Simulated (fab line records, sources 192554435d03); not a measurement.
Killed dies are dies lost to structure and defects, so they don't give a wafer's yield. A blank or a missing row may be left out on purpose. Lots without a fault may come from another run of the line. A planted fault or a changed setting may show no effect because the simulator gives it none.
Which tool did it? | flow n5_finfet | 24 lots, 72 wafers sampled, at 5 steps of a route of 1938

WHAT THE GAUGES READ, wafer by wafer
N5_BEOL_M3_THK_MEAS_01.
lot  | measured     | on            | M3_ILD_THK (nm)
L074 | day 6 15:45  | film_metro-01 | 78.0 79.1 78.4
L075 | day 7 05:34  | film_metro-02 | 78.5 78.7 81.2
L076 | day 8 06:58  | film_metro-01 | 78.3 79.0 80.0
L077 | day 8 10:22  | film_metro-02 | 77.2 79.1 77.6
L079 | day 8 23:26  | film_metro-02 | 79.0 79.7 79.1
L078 | day 9 03:00  | film_metro-01 | 77.9 79.6 80.6
L080 | day 9 05:59  | film_metro-01 | 77.9 78.8 78.3
L081 | day 9 06:02  | film_metro-01 | 78.1 79.1 78.9
L082 | day 9 10:02  | film_metro-02 | 78.0 77.0 80.4
L083 | day 9 17:47  | film_metro-02 | 78.8 78.8 80.5
L085 | day 9 19:22  | film_metro-01 | 77.6 79.1 79.7
L084 | day 9 21:50  | film_metro-01 | 79.8 79.9 79.3
L086 | day 10 03:58 | film_metro-01 | 78.6 79.4 80.7
L087 | day 10 01:26 | film_metro-02 | 78.7 79.2 79.2
L088 | day 11 00:06 | film_metro-02 | 77.6 77.6 77.9
L089 | day 11 05:29 | film_metro-01 | 77.8 78.7 79.2
L091 | day 11 14:15 | film_metro-01 | 77.9 77.4 79.2
L090 | day 12 08:44 | film_metro-02 | 78.5 80.2 79.1
L092 | day 12 04:04 | film_metro-02 | 80.0 78.5 78.9
L093 | day 12 10:40 | film_metro-02 | 78.3 78.6 81.0
L094 | day 12 10:29 | film_metro-01 | 78.6 77.4 78.9
L095 | day 12 15:10 | film_metro-02 | 78.6 79.7 77.5
L096 | day 12 18:50 | film_metro-02 | 77.8 79.6 79.8
L097 | day 13 00:59 | film_metro-02 | 78.9 79.8 81.1

WHICH TOOL RAN EACH LOT (tool, then ch and the chambers of the sampled wafers, then the start)
lot  | N5_BEOL_M2_ETCH_77                 | N5_BEOL_M2_ALD_98                 | N5_BEOL_M2_SPUTTER_86        | N5_BEOL_M2_ANNEAL_51
L074 | rie_diel-03 ch 1,2, day 6 08:34    | ald_sin-03 ch 2,3, day 6 08:39    | pvd_sputter-01, day 6 13:28  | rtp_anneal-01 ch 0, day 6 14:46
L075 | rie_diel-03 ch 0,1,2, day 6 21:47  | ald_sin-03 ch 1,2, day 6 21:53    | pvd_sputter-02, day 7 03:17  | rtp_anneal-01 ch 0, day 7 04:37
L076 | rie_diel-04 ch 1,2,3, day 7 03:18  | ald_sin-03 ch 1,2,3, day 7 03:24  | pvd_sputter-01, day 8 04:41  | rtp_anneal-01 ch 0, day 8 05:59
L077 | rie_diel-03 ch 0,2,3, day 7 14:11  | ald_sin-03 ch 0,1, day 7 14:23    | pvd_sputter-03, day 8 08:05  | rtp_anneal-02 ch 0, day 8 09:28
L079 | rie_diel-05 ch 0,1,3, day 7 21:48  | ald_sin-03 ch 0,1, day 7 21:54    | pvd_sputter-01, day 8 21:09  | rtp_anneal-02 ch 0, day 8 22:35
L078 | rie_diel-05 ch 0,3, day 7 23:19    | ald_sin-02 ch 0,1,2, day 7 23:25  | pvd_sputter-02, day 9 00:40  | rtp_anneal-01 ch 0, day 9 01:58
L080 | rie_diel-05 ch 1,3, day 8 01:02    | ald_sin-03 ch 0,2, day 8 01:37    | pvd_sputter-02, day 9 03:42  | rtp_anneal-01 ch 0, day 9 05:00
L081 | rie_diel-05 ch 0,1, day 8 11:13    | ald_sin-03 ch 1,2,3, day 8 11:19  | pvd_sputter-03, day 9 03:43  | rtp_anneal-02 ch 0, day 9 05:03
L082 | rie_diel-05 ch 0,2,3, day 8 21:58  | ald_sin-03 ch 0,1,3, day 8 22:13  | pvd_sputter-03, day 9 07:40  | rtp_anneal-01 ch 0, day 9 08:58
L083 | rie_diel-03 ch 0,2,3, day 9 00:16  | ald_sin-03 ch 0,1,3, day 9 00:35  | pvd_sputter-02, day 9 15:10  | rtp_anneal-01 ch 0, day 9 16:48
L085 | rie_diel-03 ch 1,2, day 9 07:30    | ald_sin-02 ch 0,2,3, day 9 07:36  | pvd_sputter-02, day 9 17:00  | rtp_anneal-02 ch 0, day 9 18:20
L084 | rie_diel-04 ch 0,1,2, day 9 07:31  | ald_sin-01 ch 1,2, day 9 07:38    | pvd_sputter-02, day 9 19:34  | rtp_anneal-01 ch 0, day 9 20:59
L086 | rie_diel-03 ch 0,1,2, day 9 15:44  | ald_sin-01 ch 0,2,3, day 9 15:50  | pvd_sputter-01, day 10 01:41 | rtp_anneal-02 ch 0, day 10 03:02
L087 | rie_diel-05 ch 0,2,3, day 9 17:11  | ald_sin-02 ch 1,2, day 9 17:17    | pvd_sputter-01, day 9 23:02  | rtp_anneal-02 ch 0, day 10 00:28
L088 | rie_diel-04 ch 0,2,3, day 10 02:28 | ald_sin-03 ch 0,1,2, day 10 02:59 | pvd_sputter-01, day 10 21:49 | rtp_anneal-01 ch 0, day 10 23:07
L089 | rie_diel-04 ch 1,2, day 10 17:24   | ald_sin-02 ch 0,2,3, day 10 17:56 | pvd_sputter-03, day 11 03:08 | rtp_anneal-01 ch 0, day 11 04:29
L091 | rie_diel-04 ch 0,2, day 10 18:54   | ald_sin-03 ch 0,2,3, day 10 19:00 | pvd_sputter-03, day 11 11:58 | rtp_anneal-02 ch 0, day 11 13:19
L090 | rie_diel-04 ch 1,2, day 10 20:47   | ald_sin-03 ch 0,1,3, day 10 20:53 | pvd_sputter-01, day 12 04:29 | rtp_anneal-02 ch 0, day 12 07:03
L092 | rie_diel-04 ch 0,1,2, day 10 21:59 | ald_sin-01 ch 0,1,3, day 10 22:32 | pvd_sputter-01, day 12 01:45 | rtp_anneal-01 ch 0, day 12 03:02
L093 | rie_diel-04 ch 0,1,2, day 11 04:07 | ald_sin-02 ch 0,2,3, day 11 04:13 | pvd_sputter-01, day 12 06:19 | rtp_anneal-02 ch 0, day 12 09:42
L094 | rie_diel-03 ch 0,2,3, day 11 17:49 | ald_sin-03 ch 1,2,3, day 11 17:55 | pvd_sputter-03, day 12 05:28 | rtp_anneal-01 ch 0, day 12 09:17
L095 | rie_diel-03 ch 0,2, day 11 22:52   | ald_sin-02 ch 2,3, day 11 22:58   | pvd_sputter-03, day 12 12:32 | rtp_anneal-01 ch 0, day 12 13:49
L096 | rie_diel-03 ch 1,2,3, day 12 04:23 | ald_sin-01 ch 1,2,3, day 12 04:49 | pvd_sputter-02, day 12 16:34 | rtp_anneal-02 ch 0, day 12 17:52
L097 | rie_diel-03 ch 2,3, day 12 10:50   | ald_sin-03 ch 0,2,3, day 12 11:08 | pvd_sputter-03, day 12 22:41 | rtp_anneal-01 ch 0, day 13 00:05
- N5_BEOL_M2_ETCH_77: etches underlayer in N2/H2, target depth 6.5 nm, time 5.2 s.
- N5_BEOL_M2_ALD_98: deposits SiO2, target thk 2.5 nm, pulse time 1 s, co reactant pulse time 1 s.
- N5_BEOL_M2_SPUTTER_86: material Cu, target thk 4.5 nm, time 8.29 s.
- N5_BEOL_M2_ANNEAL_51: time 90 s.

WHAT THE TOOLS THEMSELVES READ (means of the sampled wafers that have a number; where no wafer has one, the mark that the record gives instead)
N5_BEOL_M2_ETCH_77.
lot  | tool        | drypump_motor_current_A (A) | etch_rf_on_time_s (s) | oes_product_au (a.u.) | rf_vpp_V (V) | showerhead_plenum_p_Torr (Torr) | throttle_valve_pct (%)
L074 | rie_diel-03 | 5.7                         | 5.25                  | 0.59                  | 525          | 2.58                            | 17.86
L075 | rie_diel-03 | 5.7                         | 5.34                  | 0.61                  | 522          | 2.50                            | 17.91
L076 | rie_diel-04 | 6.1                         | 5.13                  | 0.65                  | 523          | 2.50                            | 18.08
L077 | rie_diel-03 | 5.6                         | 5.32                  | 0.61                  | 523          | 2.49                            | 17.89
L079 | rie_diel-05 | 5.3                         | 5.23                  | 0.70                  | 525          | 2.60                            | 18.03
L078 | rie_diel-05 | 5.1                         | 5.29                  | 0.71                  | 528          | 2.64                            | 18.00
L080 | rie_diel-05 | 5.3                         | 5.12                  | 0.75                  | 525          | 2.63                            | 18.01
L081 | rie_diel-05 | 5.5                         | 5.14                  | 0.64                  | 523          | 2.54                            | 18.12
L082 | rie_diel-05 | 5.4                         | 5.18                  | 0.66                  | 524          | 2.52                            | 18.12
L083 | rie_diel-03 | 5.6                         | 5.34                  | 0.60                  | 523          | 2.49                            | 17.93
L085 | rie_diel-03 | 5.7                         | 5.17                  | 0.76                  | 525          | 2.57                            | 17.61
L084 | rie_diel-04 | 6.1                         | 5.11                  | 0.75                  | 525          | 2.56                            | 17.88
L086 | rie_diel-03 | 5.7                         | 5.20                  | 0.68                  | 521          | 2.49                            | 17.80
L087 | rie_diel-05 | 5.4                         | 5.12                  | 0.66                  | 523          | 2.51                            | 18.13
L088 | rie_diel-04 | 6.2                         | 5.08                  | 0.69                  | 525          | 2.56                            | 18.14
L089 | rie_diel-04 | 6.0                         | 5.08                  | 0.75                  | 521          | 2.49                            | 17.74
L091 | rie_diel-04 | 6.1                         | 5.10                  | 0.74                  | 525          | 2.55                            | 17.97
L090 | rie_diel-04 | 6.0                         | 5.06                  | 0.75                  | 523          | 2.48                            | 17.75
L092 | rie_diel-04 | 6.1                         | 5.05                  | 0.74                  | 522          | 2.56                            | 17.90
L093 | rie_diel-04 | 6.1                         | 5.00                  | 0.75                  | 525          | 2.55                            | 17.91
L094 | rie_diel-03 | 5.6                         | 5.22                  | 0.66                  | 522          | 2.48                            | 17.82
L095 | rie_diel-03 | 5.7                         | 5.30                  | 0.60                  | 521          | 2.45                            | 17.90
L096 | rie_diel-03 | 5.6                         | 5.20                  | 0.71                  | 525          | 2.56                            | 17.62
L097 | rie_diel-03 | 5.6                         | 5.23                  | 0.66                  | 524          | 2.53                            | 17.69

N5_BEOL_M2_ALD_98.
lot  | tool       | heater_power_w (W) | precursor_pulse_height_rel
L074 | ald_sin-03 | 83                 | 1.011
L075 | ald_sin-03 | 83                 | 1.016
L076 | ald_sin-03 | 83                 | 0.991
L077 | ald_sin-03 | 83                 | 0.986
L079 | ald_sin-03 | 82                 | 1.007
L078 | ald_sin-02 | 79                 | 1.015
L080 | ald_sin-03 | 83                 | 0.982
L081 | ald_sin-03 | 82                 | 1.003
L082 | ald_sin-03 | 81                 | 1.018
L083 | ald_sin-03 | 81                 | 0.996
L085 | ald_sin-02 | 76                 | 1.004
L084 | ald_sin-01 | 77                 | 1.016
L086 | ald_sin-01 | 73                 | 0.985
L087 | ald_sin-02 | 80                 | 1.006
L088 | ald_sin-03 | 84                 | 0.987
L089 | ald_sin-02 | 76                 | 0.996
L091 | ald_sin-03 | 85                 | 1.003
L090 | ald_sin-03 | 82                 | 0.982
L092 | ald_sin-01 | 75                 | 1.001
L093 | ald_sin-02 | 77                 | 1.002
L094 | ald_sin-03 | 82                 | 0.999
L095 | ald_sin-02 | 78                 | 0.997
L096 | ald_sin-01 | 77                 | 1.003
L097 | ald_sin-03 | 84                 | 1.004

N5_BEOL_M2_SPUTTER_86.
lot  | tool           | throttle_valve_pct (%)
L074 | pvd_sputter-01 | 31.0
L075 | pvd_sputter-02 | 29.5
L076 | pvd_sputter-01 | 31.2
L077 | pvd_sputter-03 | 30.6
L079 | pvd_sputter-01 | 31.7
L078 | pvd_sputter-02 | 29.7
L080 | pvd_sputter-02 | 30.1
L081 | pvd_sputter-03 | 30.0
L082 | pvd_sputter-03 | 29.6
L083 | pvd_sputter-02 | 30.0
L085 | pvd_sputter-02 | 29.4
L084 | pvd_sputter-02 | 29.2
L086 | pvd_sputter-01 | 31.4
L087 | pvd_sputter-01 | 31.0
L088 | pvd_sputter-01 | 31.3
L089 | pvd_sputter-03 | 29.7
L091 | pvd_sputter-03 | 30.8
L090 | pvd_sputter-01 | 31.3
L092 | pvd_sputter-01 | 31.4
L093 | pvd_sputter-01 | 30.8
L094 | pvd_sputter-03 | 29.8
L095 | pvd_sputter-03 | 28.9
L096 | pvd_sputter-02 | 30.1
L097 | pvd_sputter-03 | 28.9

N5_BEOL_M2_ANNEAL_51.
lot  | tool          | anneal_temp_c (C) | wafer_temp_C_max
L074 | rtp_anneal-01 | 225.16            | 226.31
L075 | rtp_anneal-01 | 224.87            | 226.42
L076 | rtp_anneal-01 | 224.89            | 226.26
L077 | rtp_anneal-02 | 225.11            | 226.42
L079 | rtp_anneal-02 | 225.17            | 226.55
L078 | rtp_anneal-01 | 225.10            | 226.38
L080 | rtp_anneal-01 | 224.90            | 226.34
L081 | rtp_anneal-02 | 225.09            | 226.46
L082 | rtp_anneal-01 | 225.16            | 225.98
L083 | rtp_anneal-01 | 224.85            | 226.19
L085 | rtp_anneal-02 | 225.26            | 226.03
L084 | rtp_anneal-01 | 224.79            | 226.59
L086 | rtp_anneal-02 | 225.04            | 226.39
L087 | rtp_anneal-02 | 225.19            | 226.67
L088 | rtp_anneal-01 | 224.95            | 226.20
L089 | rtp_anneal-01 | 224.83            | 226.79
L091 | rtp_anneal-02 | 225.13            | 226.39
L090 | rtp_anneal-02 | 224.78            | 226.48
L092 | rtp_anneal-01 | 225.02            | 226.25
L093 | rtp_anneal-02 | 224.75            | 226.64
L094 | rtp_anneal-01 | 225.01            | 226.47
L095 | rtp_anneal-01 | 224.91            | 226.24
L096 | rtp_anneal-02 | 224.97            | 226.39
L097 | rtp_anneal-01 | 224.95            | 226.51

THE ANSWER, worked out from the rows above alone
Rule: what is usual is taken from the lots themselves. Put in order of their means at a reading, lots are off if they are a third of the lots or fewer, leave a main group of 4 or more, and stand apart from it by a gap of 3 or more times the standard deviation of the main group's means; of several such gaps the widest counts. A main group whose means are all the same, to the digits that the tables above print for the reading, isn't used. A lot without any number at a reading at which 4 lots or more have one is off too. The other lots that the step has rows for count as sound. The gauges are gone through in route order, then the tools' own readings, and for those a lot's mean is taken as printed above. The first step at which some lot is off is used, and at that step the reading that is off furthest; a lot without a number counts as furthest.
No lot is off at any reading shown: from this, nothing can be told.

WHAT THE SIMULATOR HAD PUT IN
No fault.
